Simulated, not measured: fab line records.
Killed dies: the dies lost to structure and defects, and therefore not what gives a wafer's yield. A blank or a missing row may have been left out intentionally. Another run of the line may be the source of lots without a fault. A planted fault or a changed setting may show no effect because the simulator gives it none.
3 desks looking at one fault :: flow n5Finfet :: what lay behind the numbers comes last; until then each desk has only its own

THE METROLOGY DESK
What the gauges read for every lot (on any tool): the sampled wafers with a number, averaged. A lot is out of limits, marked OUT, if its mean lies more than 4 standard deviations from the usual mean; the brackets give that distance. It has 12 readings; the 7 that lie furthest out on some lot are the ones shown.
Columns: A = cdNm at N5_WELL_APT_CD_MEAS_08, usual 200.7 nm; B = DIBL_N at N5_BEOL_M4_RC_MEAS_101, usual 36.0 mV/V; C = DIBL_P at N5_BEOL_M4_RC_MEAS_101, usual 36.2 mV/V; D = IOFF_N at N5_BEOL_M4_RC_MEAS_101, usual 0.16 nA/um; E = IOFF_P at N5_BEOL_M4_RC_MEAS_101, usual 0.21 nA/um; F = ION_N at N5_BEOL_M4_RC_MEAS_101, usual 675 uA/um; G = SS_N at N5_BEOL_M4_RC_MEAS_101, usual 71.6 mV/dec
lot: L107
first seen here: day 2 01:41
A: 200.5
B: 35.0
C: 36.7
D: 0.14
E: 0.18
F: 664
G: 71.2

lot: L108
first seen here: day 2 07:34
A: 197.4
B: 38.5
C: 38.8
D: 0.21
E: 0.25
F: 674
G: 72.7

lot: L109
first seen here: day 2 13:50
A: 201.4
B: 37.7
C: 37.8
D: 0.18
E: 0.21
F: 689
G: 72.0

lot: L123
first seen here: day 6 01:37
A: 202.2
B: 36.1
C: 36.2
D: 0.16
E: 0.22
F: 678
G: 71.8

lot: L126
first seen here: day 6 19:50
A: 201.5
B: 34.4
C: 33.2
D: 0.13
E: 0.16
F: 664
G: 70.6

lot: L128
first seen here: day 7 07:37
A: 201.0
B: 35.4
C: 34.8
D: 0.14
E: 0.18
F: 673
G: 71.6
This desk's finding: nothing out of limits on any of the 6 lots.

AT THE TOOL OWNER'S DESK: implanter-02
The tool's own readings at N5_WELL_APT_IMPLANT_15: means of the sampled wafers that have a number, for each lot that ran on this tool. A lot is out of limits, marked OUT, if its mean lies more than 4 standard deviations from the usual mean; the brackets give that distance.
Columns: A = beamEnergyKeV at N5_WELL_APT_IMPLANT_15, usual 25.000
lot: L108
first seen here: day 2 07:59
A: 24.998

lot: L123
first seen here: day 6 03:22
A: 31.408 (+99 or more) OUT

lot: L126
first seen here: day 6 20:26
A: 31.402 (+99 or more) OUT
This desk's verdict: out of limits on L123, L126, starting with L123 at day 6 03:22 (beamEnergyKeV at N5_WELL_APT_IMPLANT_15). In limits: L108.

THE DEFECT DESK
Counts from the inspections along the route, per lot, as means over the sampled wafers that have a number. A lot is out of limits, marked OUT, if its mean lies more than 4 standard deviations from the usual mean; the brackets give that distance.
Columns: A = rawDefectCount at N5_WELL_APT_INSPECT_10, usual 2.0
lot: L107
first seen here: day 2 01:44
A: 2.0

lot: L108
first seen here: day 2 07:37
A: 1.0

lot: L109
first seen here: day 2 13:53
A: 2.3

lot: L123
first seen here: day 6 01:40
A: 3.0

lot: L126
first seen here: day 6 19:53
A: 2.7

lot: L128
first seen here: day 7 07:40
A: 3.0
This desk's finding: nothing out of limits on any of the 6 lots.

ALL TOGETHER
On L123, L126, at day 6 03:22, an alarm was possible from the tool owner's desk.
Metrology desk: nothing out of limits seen.
Nothing the defect desk looked at was out of limits.
The metrology desk holds a record of L123, L126, inside its limits.
The defect desk has L123, L126 on record, within its limits.
The lots listed all ran N5_WELL_APT_IMPLANT_15 on implanter-02.

WHAT HAD BEEN PUT IN BY THE SIMULATOR
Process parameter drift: implanter-02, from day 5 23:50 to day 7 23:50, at N5_WELL_APT_IMPLANT_15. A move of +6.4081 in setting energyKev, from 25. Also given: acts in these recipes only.
Shown lots that were struck: L123, L126.
Each desk's first reading out of limits, in hours after the fault started: the tool owner's desk, 4.
